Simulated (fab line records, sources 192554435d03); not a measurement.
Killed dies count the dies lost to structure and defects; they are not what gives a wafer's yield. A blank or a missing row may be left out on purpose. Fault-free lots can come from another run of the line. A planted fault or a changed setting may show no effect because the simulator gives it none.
Struck lot and sound lot, side by side | flow n5_finfet | 37 out of 1938 route steps
Sound: the wafers L393.1, L393.2, L393.5. Struck: wafers L394.2, L394.5, L394.6. The cause comes at the end.
Order at every step that has rows: each side's tool, ch and its chambers, its first start. Under that, the readings that differ: sound wafers | struck wafers | difference of the means | sigmas: that difference in standard deviations of wafers without a fault.
alike: readings with means less than 2 such deviations apart, plus words and numbers identical on both sides. not compared: withheld readings, readings lacking a value on some wafer, bounds such as >300 that could conceal the same value, and numbers that have no deviation in the record and whose values overlap.
A row with sigmas, a row that says differs or no value, or rows on one side alone: a step with any of these is where the two part. Non-overlapping numbers with no deviation appear without sigmas and do not part them. A reading that every wafer of one side lacks parts them only if that side has two wafers or more.

first, 9 steps without rows for these wafers: N5_WELL_APT_HMDS_18 (time 60 s); N5_WELL_APT_COAT_19 (resist thk 950 nm); N5_WELL_APT_EBR_21; N5_WELL_APT_SOFTBAKE_20 (time 60 s); N5_WELL_APT_EXPOSE_22 (exposes mask PWELL, defocus 0 nm, target cd 200 nm); N5_WELL_APT_PEB_23 (peb time 90 s); N5_WELL_APT_DEVELOP_24 (develop time 45 s); N5_WELL_APT_HARDBAKE_29 (time 120 s); N5_WELL_APT_DESCUM_30 (chemistry O2, time 7.9 s).
N5_WELL_APT_IMPLANT_31:
  sound on implanter-02 ch 0, day 5 15:15; struck on implanter-02 ch 0, day 5 21:16
  reading            | sound                            | struck                           | difference  | sigmas
  dose_ions_cm2      | 1.5009e+13 1.5011e+13 1.5013e+13 | 1.3567e+13 1.3602e+13 1.3548e+13 | -1.4387e+12 | -80
  faraday_current_uA | 192 193 189                      | 176 169 174                      | -18         | -5
  alike: end_station_pressure_torr
then, 25 steps without rows for these wafers: N5_WELL_APT_IMPLANT_32; N5_WELL_APT_STRIP_33 (strips in SPM, time 900 s); N5_WELL_APT_RTA_34 (time 10 s); N5_WELL_APT_OXIDE_STRIP_42 (strips SiO2 in dHF, time 45 s, target depth 12 nm); N5_WELL_APT_PRECLEAN_36 (cleans in O3/DIW, time 45 s); N5_WELL_APT_PRECLEAN_39 (cleans in dHF, time 60 s); N5_WELL_APT_SRD_37 (time 30 s); N5_WELL_APT_EPI_41 (deposits Si from SiH4/H2, target thk 50 nm, time 297.7 s); N5_PMOS_HMC_CHANNEL_EPI_HM_DEP_34 (deposits SiO2 from TEOS/O2, target thk 36 nm, time 6.9 s); N5_PMOS_HMC_CHANNEL_EPI_COAT_31 (time 60 s, resist thk 66 nm); N5_PMOS_HMC_CHANNEL_EPI_COAT_03 (resist thk 205 nm); N5_PMOS_HMC_CHANNEL_EPI_EBR_05; N5_PMOS_HMC_CHANNEL_EPI_SOFTBAKE_04 (time 60 s); N5_PMOS_HMC_CHANNEL_EPI_EXPOSE_06 (exposes mask PMOS HMC BLK, target cd 240 nm); N5_PMOS_HMC_CHANNEL_EPI_PEB_07 (peb time 60 s); N5_PMOS_HMC_CHANNEL_EPI_DEVELOP_08 (develop time 30 s); N5_PMOS_HMC_CHANNEL_EPI_DESCUM_14 (chemistry O2, time 7.9 s); N5_PMOS_HMC_CHANNEL_EPI_ETCH_32 (etches BARC in N2/H2, stops on SiO2, target depth 85.8 nm, time 50.3 s); N5_PMOS_HMC_CHANNEL_EPI_HM_OPEN_15 (chemistry CHF3/O2, target SiO2, target depth 40.6 nm, time 20.3 s); N5_PMOS_HMC_CHANNEL_EPI_STRIP_33 (strips in N2/H2); N5_PMOS_HMC_CHANNEL_EPI_STRIP_17 (strips in SPM, time 750 s); N5_PMOS_HMC_CHANNEL_EPI_ETCH_38 (etches SiO2 in CF4, target depth 1.5 nm); N5_PMOS_HMC_CHANNEL_EPI_FIN_RECESS_16 (chemistry HBr/Cl2, target Si, target depth 54 nm, time 18 s); N5_PMOS_HMC_CHANNEL_EPI_PRECLEAN_36 (cleans in O3/DIW, time 45 s); N5_PMOS_HMC_CHANNEL_EPI_PRECLEAN_18 (cleans in DHF, time 30 s).
-- a jump in the record: the struck wafers' starts before and after are 7 days apart (it breaks off in module PMOS_HMC_CHANNEL_EPI and resumes in module BEOL_M4, where the first step shown is number 1111 of the route) --
N5_BEOL_M4_RC_MEAS_101:
  sound on prober-02 ch 0, day 11 22:49; struck on prober-02 ch 0, day 12 10:18
  reading           | sound          | struck         | difference | sigmas
  RS_PWELL (ohm/sq) | 3007 2992 3034 | 3171 3186 3233 | +186       | +8
  alike: DIBL_N, DIBL_P, IOFF_N, IOFF_P, ION_N, ION_P, SS_N, SS_P, VT_N, VT_P
-- the record jumps here: 4 days lie between the struck wafers' starts before and after (it left off in module BEOL_M4 and takes up again in module PASSIVATION, whose first step shown is number 1936 of the route) --
N5_PASSIVATION_PROBE_49:
  sound: prober-01 at day 16 16:55; struck: prober-02 at day 16 16:45
  alike: defect_limited_yield, killed_at_M0_to_M3, killed_at_M4_up, killed_at_contacts, killed_at_front_end, killed_at_other, killed_dies, killed_open, killed_short, sort_bin_4_leakage, sort_bin_5_function, sort_bin_6_memory, sort_n_pass, sort_yield_pct

## WHERE THEY PART
First at N5_WELL_APT_IMPLANT_31; last, within this record, at N5_BEOL_M4_RC_MEAS_101. Later steps at which nothing parts them and some readings are alike: N5_PASSIVATION_PROBE_49.

WHY: whatever the simulator had introduced
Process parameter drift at N5_WELL_APT_IMPLANT_31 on implanter-02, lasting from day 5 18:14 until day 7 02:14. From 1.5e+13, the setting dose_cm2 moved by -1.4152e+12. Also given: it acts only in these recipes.
